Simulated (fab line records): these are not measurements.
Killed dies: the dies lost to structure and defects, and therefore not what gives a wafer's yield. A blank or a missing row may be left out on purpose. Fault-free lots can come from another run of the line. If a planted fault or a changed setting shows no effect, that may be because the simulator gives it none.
Which of the tools did it?	flow n5-finfet	23 lots with 69 wafers sampled at 6 steps, on a route of 1938 steps

WHAT THE GAUGES SHOWED, per wafer
No reading from a measuring or inspecting step in the record can be judged against a usual standard deviation.

WHICH TOOL RAN EACH LOT (tool, then ch and the chambers of the sampled wafers, then the start)
lot	N5_BEOL_M6_DESCUM_33	N5_BEOL_M6_CURE_75	N5_BEOL_M6_CMP_52	N5_BEOL_M7_HM_OPEN_17	N5_BEOL_M7_STRIP_80	N5_BEOL_M7_ANNEAL_51
L074	rie-diel-06 ch 0,2,3, day 8 04:19	uv-cure-03 ch 1, day 8 04:56	cmp-02 ch 0,2,3, day 8 08:29	rie-metal-01 ch 0, day 8 13:35	rie-diel-04 ch 0,1,3, day 8 16:39 or earlier	rtp-anneal-01 ch 0, day 8 16:39
L075	rie-diel-01 ch 0,2,3, day 8 19:32	uv-cure-02 ch 0, day 8 20:11	cmp-04 ch 0,1,3, day 8 22:16	rie-metal-01 ch 0,1, day 9 01:17	rie-diel-05 ch 0,2,3, day 9 05:50 or earlier	rtp-anneal-01 ch 0, day 9 05:50
L078	rie-diel-06 ch 0,1,3, day 9 02:10	uv-cure-03 ch 0, day 9 02:47	cmp-02 ch 0,3, day 9 06:41	rie-metal-02 ch 0,1, day 9 09:55	rie-diel-03 ch 1,2,3, day 9 12:58 or earlier	rtp-anneal-01 ch 0, day 9 12:58
L076	rie-diel-01 ch 0,1,3, day 9 09:05	uv-cure-03 ch 2, day 9 09:43	cmp-04 ch 0,2,3, day 9 11:58	rie-metal-01 ch 0,1, day 9 16:08	rie-diel-03 ch 0,3, day 9 19:21 or earlier	rtp-anneal-02 ch 0, day 9 19:21
L079	rie-diel-02 ch 0,1,2, day 9 10:55	uv-cure-03 ch 0, day 9 11:49	cmp-01 ch 0,1,3, day 9 13:41	rie-metal-01 ch 0,1, day 9 16:58	rie-diel-04 ch 0,1,3, day 9 21:59 or earlier	rtp-anneal-01 ch 0, day 9 21:59
L080	rie-diel-06 ch 0,1,2, day 9 21:23	uv-cure-01 ch 1, day 9 22:04	cmp-02 ch 0,2,3, day 10 01:32	rie-metal-02 ch 0,1, day 10 03:44	rie-diel-05 ch 0,2,3, day 10 07:24 or earlier	rtp-anneal-01 ch 0, day 10 07:24
L081	rie-diel-01 ch 0,3, day 10 07:26	uv-cure-01 ch 1, day 10 08:04	cmp-04 ch 0,1, day 10 11:54	rie-metal-03 ch 0,1, day 10 14:45	rie-diel-04 ch 2,3, day 10 17:21 or earlier	rtp-anneal-02 ch 0, day 10 17:21
L083	rie-diel-01 ch 0,2, day 10 10:59	uv-cure-03 ch 0, day 10 11:39	cmp-04 ch 1,2,3, day 10 13:29	rie-metal-03 ch 1, day 10 15:52	rie-diel-04 ch 0,2, day 10 18:28 or earlier	rtp-anneal-02 ch 0, day 10 18:28
L082	rie-diel-06 ch 1,2,3, day 10 15:34	uv-cure-01 ch 2, day 10 16:17	cmp-02 ch 0,2,3, day 10 18:16	rie-metal-02 ch 1, day 10 21:14	rie-diel-04 ch 0,3, day 11 02:50 or earlier	rtp-anneal-02 ch 0, day 11 02:50
L084	rie-diel-02 ch 1,2,3, day 10 17:43	uv-cure-02 ch 0, day 10 18:20	cmp-02 ch 0,1,3, day 10 20:57	rie-metal-03 ch 0,1, day 11 00:39	rie-diel-04 ch 1,2,3, day 11 04:10 or earlier	rtp-anneal-01 ch 0, day 11 04:10
L085	rie-diel-01 ch 0,1,2, day 11 13:33	uv-cure-03 ch 2, day 11 14:13	cmp-04 ch 0,1,3, day 11 17:01	rie-metal-03 ch 0,1, day 11 21:10	rie-diel-03 ch 0,2,3, day 12 00:32 or earlier	rtp-anneal-02 ch 0, day 12 00:32
L086	rie-diel-06 ch 2,3, day 11 19:56	uv-cure-02 ch 0, day 11 20:40	cmp-04 ch 1,2, day 11 23:32	rie-metal-01 ch 0,1, day 12 02:07	rie-diel-04 ch 1,2,3, day 12 05:37 or earlier	rtp-anneal-01 ch 0, day 12 05:37
L087	rie-diel-02 ch 2,3, day 11 20:06	uv-cure-03 ch 2, day 11 20:43	cmp-02 ch 0,3, day 11 23:43	rie-metal-02 ch 0,1, day 12 02:32	rie-diel-05 ch 1,2,3, day 12 06:04 or earlier	rtp-anneal-01 ch 0, day 12 06:04
L088	rie-diel-02 ch 0,1,3, day 11 22:02	uv-cure-02 ch 2, day 11 22:45	cmp-02 ch 0,2, day 12 01:09	rie-metal-02 ch 0,1, day 12 04:30	rie-diel-04 ch 0,3, day 12 07:53 or earlier	rtp-anneal-01 ch 0, day 12 07:53
L089	rie-diel-02 ch 0,2,3, day 12 00:14	uv-cure-02 ch 0, day 12 00:52	cmp-01 ch 0,1,3, day 12 02:29	rie-metal-02 ch 0,1, day 12 05:16	rie-diel-04 ch 0,1,3, day 12 08:41 or earlier	rtp-anneal-02 ch 0, day 12 08:41
L090	rie-diel-06 ch 0,2,3, day 12 15:45	uv-cure-02 ch 2, day 12 16:25	cmp-04 ch 0,3, day 12 18:20	rie-metal-01 ch 0,1, day 12 21:49	rie-diel-04 ch 2,3, day 13 02:36 or earlier	rtp-anneal-02 ch 0, day 13 02:36
L092	rie-diel-01 ch 0,1,3, day 12 22:32	uv-cure-03 ch 0, day 12 23:10	cmp-01 ch 0,1,3, day 13 02:44	rie-metal-03 ch 1, day 13 06:10	rie-diel-05 ch 0,1,2, day 13 17:49 or earlier	rtp-anneal-01 ch 0, day 13 17:49
L091	rie-diel-01 ch 0,2,3, day 12 22:56	uv-cure-03 ch 2, day 12 23:34	cmp-04 ch 1,2, day 13 03:07	rie-metal-01 ch 0,1, day 13 06:58	rie-diel-03 ch 0,1, day 13 16:17 or earlier	rtp-anneal-01 ch 0, day 13 16:17
L093	rie-diel-02 ch 0,2,3, day 13 07:17	uv-cure-02 ch 0, day 13 08:03	cmp-02 ch 0,1,2, day 13 09:50	rie-metal-03 ch 1, day 13 11:52	rie-diel-03 ch 0,1,3, day 14 00:20 or earlier	rtp-anneal-02 ch 0, day 14 00:20
L095	rie-diel-06 ch 0,1,3, day 13 21:58	uv-cure-01 ch 2, day 13 22:35	cmp-02 ch 0,2,3, day 14 01:03	rie-metal-03 ch 1, day 14 02:57	rie-diel-03 ch 0,1,2, day 14 07:45 or earlier	rtp-anneal-01 ch 0, day 14 07:45
L094	rie-diel-01 ch 1,2,3, day 14 02:31	uv-cure-02 ch 0, day 14 03:11	cmp-02 ch 0,1,3, day 14 04:34	rie-metal-02 ch 0,1, day 14 06:44	rie-diel-03 ch 0,2,3, day 14 09:21 or earlier	rtp-anneal-02 ch 0, day 14 09:21
L096	rie-diel-01 ch 1,2,3, day 14 02:55	uv-cure-01 ch 2, day 14 03:32	cmp-04 ch 0,2,3, day 14 05:02	rie-metal-01 ch 0,1, day 14 09:29	rie-diel-05 ch 0,1,2, day 14 17:37 or earlier	rtp-anneal-02 ch 0, day 14 17:37
L097	rie-diel-02 ch 0,1,2, day 14 19:40	uv-cure-01 ch 2, day 14 20:20	cmp-04 ch 1,2,3, day 14 22:11	rie-metal-01 ch 0,1, day 15 00:38	rie-diel-03 ch 1,2,3, day 15 05:12 or earlier	rtp-anneal-02 ch 0, day 15 05:12
- N5_BEOL_M6_DESCUM_33: chemistry O2, time 7 s.
- N5_BEOL_M6_CURE_75: cures SiCOH lowk, time 120 s.
- N5_BEOL_M6_CMP_52: polishes, stops on SiCOH lowk, t overpolish 6.9 s, target thk 80 nm.
- N5_BEOL_M7_HM_OPEN_17: chemistry Cl2/BCl3, target TiN, target depth 20 nm, overetch 6 nm.
- N5_BEOL_M7_STRIP_80: strips in N2/H2, time 10 s.
- N5_BEOL_M7_ANNEAL_51: time 90 s.

WHAT THE TOOLS THEMSELVES READ (means of the sampled wafers that have a number; where no wafer has one, the mark that the record gives instead)
N5_BEOL_M6_DESCUM_33. Usual: drypump-motor-current-A 5.6 A, standard deviation 0.5; oes-product-au 0.80 a.u., standard deviation 0.078; rf-fwd-power-W 49.44 W, standard deviation 0.17; rf-vpp-V 243.0 V, standard deviation 1.4; showerhead-plenum-p-Torr 2.08 Torr, standard deviation 0.073; throttle-valve-pct 20.4 %, standard deviation 0.3.
lot	tool	drypump-motor-current-A (A)	oes-product-au (a.u.)	rf-fwd-power-W (W)	rf-vpp-V (V)	showerhead-plenum-p-Torr (Torr)	throttle-valve-pct (%)	flag
L074	rie-diel-06	5.6	0.80	49.38	244.4	2.14	20.5	
L075	rie-diel-01	5.4	0.85	49.52	243.0	2.07	20.2	
L078	rie-diel-06	5.8	0.85	49.33	244.4	2.09	20.3	
L076	rie-diel-01	5.0	0.77	49.50	241.8	2.03	20.5	
L079	rie-diel-02	5.9	0.85	49.34	243.3	2.13	20.3	
L080	rie-diel-06	5.8	0.81	49.32	244.2	2.14	20.4	
L081	rie-diel-01	4.9	0.76	49.59	242.9	2.04	20.2	
L083	rie-diel-01	5.7	0.84	49.49	243.7	2.10	20.2	
L082	rie-diel-06	5.8	0.80	49.40	243.4	2.07	20.5	
L084	rie-diel-02	6.1	0.85	49.40	241.6	2.06	20.3	
L085	rie-diel-01	5.3	0.77	49.46	243.4	2.06	20.5	
L086	rie-diel-06	5.6	0.73	49.47	242.7	2.10	20.8	
L087	rie-diel-02	5.9	0.87	49.20	243.0	2.10	20.3	
L088	rie-diel-02	6.0	0.84	49.40	242.7	2.09	20.4	
L089	rie-diel-02	5.8	0.86	49.35	243.5	2.13	20.4	
L090	rie-diel-06	5.6	0.76	49.42	243.5	2.12	20.6	
L092	rie-diel-01	5.0	0.74	49.41	241.8	2.02	20.5	
L091	rie-diel-01	5.4	0.80	49.70	243.8	2.06	20.3	
L093	rie-diel-02	5.8	0.84	49.30	242.9	2.12	20.4	
L095	rie-diel-06	5.9	0.81	49.53	242.9	2.08	20.3	
L094	rie-diel-01	5.5	0.78	49.50	242.3	2.05	20.5	
L096	rie-diel-01	5.5	0.79	49.45	242.9	2.05	20.6	
L097	rie-diel-02	5.9	0.79	49.57	243.7	2.11	20.4	

N5_BEOL_M6_CURE_75. Usual: lamp-power-pct 52.31 %, standard deviation 0.049; wafer_temp_C_max 371.7, standard deviation 0.63.
lot	tool	lamp-power-pct (%)	wafer_temp_C_max	flag
L074	uv-cure-03	52.32	373.2	
L075	uv-cure-02	52.36	371.3	
L078	uv-cure-03	52.31	372.2	
L076	uv-cure-03	52.28	371.1	
L079	uv-cure-03	52.30	372.5	
L080	uv-cure-01	52.26	372.4	
L081	uv-cure-01	52.33	372.2	
L083	uv-cure-03	52.28	372.4	
L082	uv-cure-01	52.33	371.9	
L084	uv-cure-02	52.29	370.8	
L085	uv-cure-03	52.34	371.0	
L086	uv-cure-02	52.34	371.1	
L087	uv-cure-03	52.35	370.9	
L088	uv-cure-02	52.30	371.7	
L089	uv-cure-02	52.29	371.0	
L090	uv-cure-02	52.31	371.8	
L092	uv-cure-03	52.29	371.8	
L091	uv-cure-03	52.33	371.3	
L093	uv-cure-02	52.32	371.3	
L095	uv-cure-01	52.27	372.0	
L094	uv-cure-02	52.30	371.1	
L096	uv-cure-01	52.23	371.9	
L097	uv-cure-01	52.34	371.6	

N5_BEOL_M6_CMP_52. Usual: barrier-field-endpoint-s 29.1 s, standard deviation 0.82; clearing-platen-down-force-psi 1.500 psi, standard deviation 0.0032; motor-current-A 6.2 A, standard deviation 0.7; overpolish-run-s 6.900 s, standard deviation 0.0095; time-to-endpoint-s 64 s, standard deviation 3.8.
lot	tool	barrier-field-endpoint-s (s)	clearing-platen-down-force-psi (psi)	motor-current-A (A)	overpolish-run-s (s)	time-to-endpoint-s (s)	flag
L074	cmp-02	29.3	1.498	6.7	6.905	65	
L075	cmp-04	29.2	1.502	5.5	6.904	64	
L078	cmp-02	29.5	1.502	5.8	6.903	63	
L076	cmp-04	28.0	1.501	5.9	6.900	62	
L079	cmp-01	28.7	1.499	6.5	6.893	64	
L080	cmp-02	29.6	1.500	6.4	6.895	66	
L081	cmp-04	29.2	1.498	5.6	6.909	63	
L083	cmp-04	29.3	1.500	5.9	6.896	63	
L082	cmp-02	29.5	1.503	6.6	6.905	68	
L084	cmp-02	28.6	1.500	6.0	6.897	66	
L085	cmp-04	30.1	1.500	5.6	6.898	67	
L086	cmp-04	28.7	1.501	6.1	6.895	64	
L087	cmp-02	28.7	1.501	5.8	6.892	60	
L088	cmp-02	29.9	1.498	7.2	6.910	66	
L089	cmp-01	29.1	1.501	6.6	6.903	61	
L090	cmp-04	29.2	1.503	5.7	6.902	60	
L092	cmp-01	29.0	1.498	6.3	6.900	61	
L091	cmp-04	28.5	1.499	6.1	6.879	59	
L093	cmp-02	29.5	1.498	6.7	6.899	66	
L095	cmp-02	29.4	1.498	6.5	6.905	65	
L094	cmp-02	29.9	1.500	6.3	6.892	64	
L096	cmp-04	28.1	1.499	5.6	6.910	61	
L097	cmp-04	28.3	1.498	5.7	6.896	62	

N5_BEOL_M7_HM_OPEN_17. Usual: drypump-motor-current-A 5.4 A, standard deviation 0.48; oes_ar_750_au 0.78 a.u., standard deviation 0.1; oes-product-au 0.66 a.u., standard deviation 0.079; rf-fwd-power-W 991 W, standard deviation 3.5; throttle-valve-pct 22.20 %, standard deviation 0.24.
lot	tool	drypump-motor-current-A (A)	oes_ar_750_au (a.u.)	oes-product-au (a.u.)	rf-fwd-power-W (W)	throttle-valve-pct (%)	flag
L074	rie-metal-01	5.9	0.82	0.69	995	22.33	
L075	rie-metal-01	5.6	0.84	0.71	994	22.28	
L078	rie-metal-02	5.5	0.63	0.54	987	22.36	
L076	rie-metal-01	5.6	0.83	0.69	992	22.30	
L079	rie-metal-01	5.4	0.86	0.72	993	22.24	
L080	rie-metal-02	5.5	0.63	0.54	992	22.44	
L081	rie-metal-03	5.9	0.85	0.72	993	21.75	
L083	rie-metal-03	4.8	0.87	0.73	994	21.95	
L082	rie-metal-02	5.6	0.62	0.53	987	22.27	
L084	rie-metal-03	5.4	0.86	0.72	992	21.86	
L085	rie-metal-03	5.4	0.85	0.72	992	21.87	
L086	rie-metal-01	5.6	0.81	0.68	993	22.32	
L087	rie-metal-02	5.5	0.63	0.54	985	22.45	
L088	rie-metal-02	5.5	0.63	0.54	990	22.45	
L089	rie-metal-02	5.5	0.63	0.54	991	22.45	
L090	rie-metal-01	5.4	0.83	0.70	991	22.25	
L092	rie-metal-03	4.8	0.85	0.70	993	21.98	
L091	rie-metal-01	5.4	0.82	0.69	993	22.26	
L093	rie-metal-03	4.9	0.84	0.69	994	22.00	
L095	rie-metal-03	4.8	0.83	0.70	994	21.98	
L094	rie-metal-02	5.5	0.86	0.73	988	22.32	
L096	rie-metal-01	5.6	0.79	0.66	991	22.32	
L097	rie-metal-01	5.6	0.79	0.66	993	22.32	

N5_BEOL_M7_STRIP_80. Usual: drypump-motor-current-A 5.85 A, standard deviation 0.26; oes-product-au 0.79 a.u., standard deviation 0.085; rf-vpp-V 59.1 V, standard deviation 0.92; showerhead-plenum-p-Torr 2.54 Torr, standard deviation 0.1; throttle-valve-pct 23.74 %, standard deviation 0.28.
lot	tool	drypump-motor-current-A (A)	oes-product-au (a.u.)	rf-vpp-V (V)	showerhead-plenum-p-Torr (Torr)	throttle-valve-pct (%)	flag
L074	rie-diel-04	5.93	0.77	58.9	2.48	23.77	
L075	rie-diel-05	5.88	0.76	60.1	2.54	23.83	
L078	rie-diel-03	5.70	0.83	59.0	2.59	23.69	
L076	rie-diel-03	6.13	0.80	58.9	2.58	23.75	
L079	rie-diel-04	5.90	0.78	58.7	2.47	23.79	
L080	rie-diel-05	5.88	0.76	58.9	2.54	23.85	
L081	rie-diel-04	5.82	0.84	59.9	2.64	23.52	
L083	rie-diel-04	5.56	0.78	59.1	2.50	23.66	
L082	rie-diel-04	5.77	0.72	58.4	2.44	23.92	
L084	rie-diel-04	5.95	0.82	58.6	2.57	23.61	
L085	rie-diel-03	5.93	0.79	59.9	2.61	23.68	
L086	rie-diel-04	5.95	0.81	59.3	2.57	23.62	
L087	rie-diel-05	5.84	0.85	58.1	2.53	23.68	
L088	rie-diel-04	6.01	0.72	58.6	2.49	23.95	
L089	rie-diel-04	5.93	0.75	59.2	2.47	23.81	
L090	rie-diel-04	6.02	0.76	59.4	2.58	23.78	
L092	rie-diel-05	5.77	0.89	58.9	2.55	23.77	
L091	rie-diel-03	5.79	0.71	59.3	2.45	24.11	
L093	rie-diel-03	5.90	0.77	59.7	2.54	23.84	
L095	rie-diel-03	5.87	0.71	59.8	2.51	23.98	
L094	rie-diel-03	5.95	0.77	59.7	2.60	23.69	
L096	rie-diel-05	5.77	0.89	59.8	2.55	23.78	
L097	rie-diel-03	5.71	0.77	59.0	2.57	23.75	

N5_BEOL_M7_ANNEAL_51. Usual: wafer_temp_C_max 226.14, standard deviation 0.24.
lot	tool	wafer_temp_C_max	flag
L074	rtp-anneal-01	226.39	
L075	rtp-anneal-01	226.21	
L078	rtp-anneal-01	226.11	
L076	rtp-anneal-02	226.15	
L079	rtp-anneal-01	225.97	
L080	rtp-anneal-01	226.31	
L081	rtp-anneal-02	226.23	
L083	rtp-anneal-02	226.27	
L082	rtp-anneal-02	226.47	
L084	rtp-anneal-01	225.88	
L085	rtp-anneal-02	226.04	
L086	rtp-anneal-01	226.19	
L087	rtp-anneal-01	226.11	
L088	rtp-anneal-01	226.22	
L089	rtp-anneal-02	226.32	
L090	rtp-anneal-02	225.76	
L092	rtp-anneal-01	226.19	
L091	rtp-anneal-01	226.23	
L093	rtp-anneal-02	226.32	
L095	rtp-anneal-01	226.22	
L094	rtp-anneal-02	226.22	
L096	rtp-anneal-02	226.02	
L097	rtp-anneal-02	225.87	

THE ANSWER, worked out from the rows above alone
Rule: a lot is off if the mean of its wafers that have a number lies more than 3 standard deviations from the usual mean. Also off: a lot with no number at a reading for which 4 or more lots have one. Any other lot the step has rows for is counted as sound. The gauges are gone through in route order, then the tools' own readings, and for those a lot's mean is taken as printed above. At the first step where some lot is off, the reading lying furthest off is the one used; lots without a number count as furthest.
Across all readings shown, no lot is off: no conclusion can be drawn from this.

WHAT THE SIMULATOR HAD INSERTED
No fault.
